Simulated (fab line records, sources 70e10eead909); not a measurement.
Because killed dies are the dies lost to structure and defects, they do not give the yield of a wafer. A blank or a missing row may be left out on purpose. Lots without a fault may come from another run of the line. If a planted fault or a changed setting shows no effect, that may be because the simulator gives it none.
Comparing a struck lot with a sound one :: flow nandHarc :: 42 steps out of a route of 1302
Sound: wafers L879.2, L879.4, L879.5. Struck: wafer L885.5 (left out: L885.3, L885.4 of the same lot, which were not struck); the cause appears at the end.
Per side, at each step with rows, come the tool, then ch with its chambers, and then its first start. Under that, the readings that differ: sound wafers :: struck wafers :: difference of the means :: sigmas: that difference in standard deviations of wafers without a fault.
alike: words and numbers the same on both sides, and readings whose means are apart by under 2 such deviations; not compared: readings that were withheld, readings missing a value for some wafer, numbers with overlapping values and no deviation given by the record, and bounds like >300 which may hide the same value.
The two part at a step that has a row with sigmas, a row that says differs or no value, or rows on one side only. Numbers that have no deviation but don't overlap get no sigmas and don't part them. A reading missing from all wafers of one side parts the sides only when that side holds two or more wafers.

first, 4 steps without rows for these wafers: NHARC_HYBRID_BOND_PRECLEAN_01 (cleans in DIW, time 300 s); NHARC_HYBRID_BOND_SRD_02 (time 30 s, dry time 20 s); NHARC_HYBRID_BOND_BOND_03; NHARC_HYBRID_BOND_ANNEAL_04 (time 7200 s).
NHARC_HYBRID_BOND_OVL_MEAS_05:
  struck on overlay-01, day 26 09:30; sound on overlay-02, day 23 23:44
  alike: overlayXNm, overlayYNm
NHARC_HYBRID_BOND_INSPECT_06: inspects for defects (ir void).
  struck on defectInspect-01, day 26 09:34; sound on defectInspect-01, day 23 23:47
  alike: rawDefectCount
then, 2 steps without rows for these wafers: NHARC_THIN_TSV_GRIND_00; NHARC_THIN_TSV_CMP_01 (polishes).
NHARC_THIN_TSV_THK_MEAS_02: measures by ir.
  struck on filmMetro-02, day 26 12:24; sound on filmMetro-02, day 24 01:27
  alike: thkNm
then, 3 steps without rows for these wafers: NHARC_THIN_TSV_SRD_03; NHARC_THIN_TSV_PRECLEAN_41 (cleans in SC1); NHARC_THIN_TSV_SRD_42.
NHARC_THIN_TSV_DEP_43: deposits SiO2, target thk 1328.5 nm.
  sound on pecvd-04 ch 0,1,2, day 24 01:40; struck on pecvd-03 ch 2, day 26 12:43
  alike: rfFwdPowerW, throttleValvePct
then, 8 steps without rows for these wafers: NHARC_THIN_TSV_DEHYDRATE_04 (time 120 s); NHARC_THIN_TSV_HMDS_05 (time 30 s); NHARC_THIN_TSV_COAT_06; NHARC_THIN_TSV_SOFTBAKE_07 (time 95 s); NHARC_THIN_TSV_EBR_08; NHARC_THIN_TSV_EXPOSE_09 (exposes mask TSV); NHARC_THIN_TSV_PEB_10 (peb time 85 s); NHARC_THIN_TSV_DEVELOP_11 (time 70 s).
NHARC_THIN_TSV_CD_MEAS_12: the cd target is 1000 nm.
  sound on cdSem-02 ch 0, day 24 02:30; struck on cdSem-03 ch 0, day 26 13:20
  alike: cdNm
then, 1 step without rows for these wafers: NHARC_THIN_TSV_HARDBAKE_13 (time 80 s).
NHARC_THIN_TSV_DESCUM_14: chemistry O2, time 3 s.
  sound on rieDiel-01 ch 1,2,3, day 24 02:40; struck on rieDiel-01 ch 2, day 26 13:30
  alike: drypumpMotorCurrentA, oesProductAu, rfVppV, showerheadPlenumPTorr, throttleValvePct
  not compared: rfHoursCounterH
then, 2 steps without rows for these wafers: NHARC_THIN_TSV_ETCH_44 (etches the open film in CF4/O2, target depth 1594.2 nm, time 797.1 s); NHARC_THIN_TSV_ETCH_15 (target depth 3000 nm, bosch target overetch cycles 2, bosch etch step 2.8 s).
NHARC_THIN_TSV_CD_MEAS_16:
  struck on cdSem-01, day 26 14:17; sound on cdSem-03, day 24 03:28
  alike: cdNm
NHARC_THIN_TSV_STRIP_45: strips in O2.
  sound on plasmaAsher-01 ch 0,1, day 24 03:32; struck on plasmaAsher-02 ch 1, day 26 14:27
reading: heaterPowerW (W)
sound: 338 337 344
struck: 395
difference: +55
sigmas: +2
  alike: drypumpMotorCurrentA
  not compared: rfHoursCounterH
then, 7 steps without rows for these wafers: NHARC_THIN_TSV_STRIP_46 (strips in post etch residue remover, time 1200 s); NHARC_THIN_TSV_DEP_47 (deposits SiO2, target thk 200 nm); NHARC_THIN_TSV_ETCHBACK_48 (etches the open film in C4F8/Ar, target depth 1028.5 nm, time 405.17 s); NHARC_THIN_TSV_STRIP_62 (strips in N2/H2, time 20 s); NHARC_THIN_TSV_DEGAS_49 (time 120 s); NHARC_THIN_TSV_PRE_CLEAN_50 (time 30 s); NHARC_THIN_TSV_PVD_19 (deposits TaN, target thk 20 nm).
NHARC_THIN_TSV_PVD_51: deposits Cu, target thk 100 nm.
  sound on pvdSputter-02; struck on pvdSputter-03
  alike: chamberPressurePa, throttleValvePct
then, 1 step without rows for these wafers: NHARC_THIN_TSV_ECD_20 (material Cu, target thk 2000 nm).
NHARC_THIN_TSV_ANNEAL_52: time 90 s.
  sound on rtpAnneal-02 ch 0, day 24 06:46; struck on rtpAnneal-02 ch 0, day 26 17:31
  alike: wafer_temp_C_max
then, 2 steps without rows for these wafers: NHARC_THIN_TSV_CMP_21 (polishes, t overpolish 30 s, target thk 2000 nm); NHARC_THIN_TSV_SRD_23.
NHARC_THIN_TSV_DEGAS_53: time 60 s.
  struck on pvdSputter-01, day 26 18:13; sound on pvdSputter-02, day 24 07:35
reading: heaterPowerW (W)
sound: 508 478 508
struck: 429
difference: -69
sigmas: -2
NHARC_END_SORT_01:
  sound on prober-02 ch 0, day 25 02:17; struck on prober-02 ch 0, day 27 06:31
reading: defectLimitedYield (%)
sound: 92.9 92.9 92.6
struck: 0
difference: -93
sigmas: -32

reading: killedAtOther
sound: 0 1 0
struck: 604
difference: +604
sigmas: +99 or more

reading: killedDies
sound: 48 48 50
struck: 677
difference: +628
sigmas: +33

reading: killedShort
sound: 3 2 2
struck: 7
difference: +5
sigmas: +3
  alike: killedAtArray, killedAtPeriphery, killedOpen

WHERE THEY PART
Earliest at NHARC_THIN_TSV_STRIP_45; latest, in this record, at NHARC_END_SORT_01.

WHY: the cause the simulator had injected
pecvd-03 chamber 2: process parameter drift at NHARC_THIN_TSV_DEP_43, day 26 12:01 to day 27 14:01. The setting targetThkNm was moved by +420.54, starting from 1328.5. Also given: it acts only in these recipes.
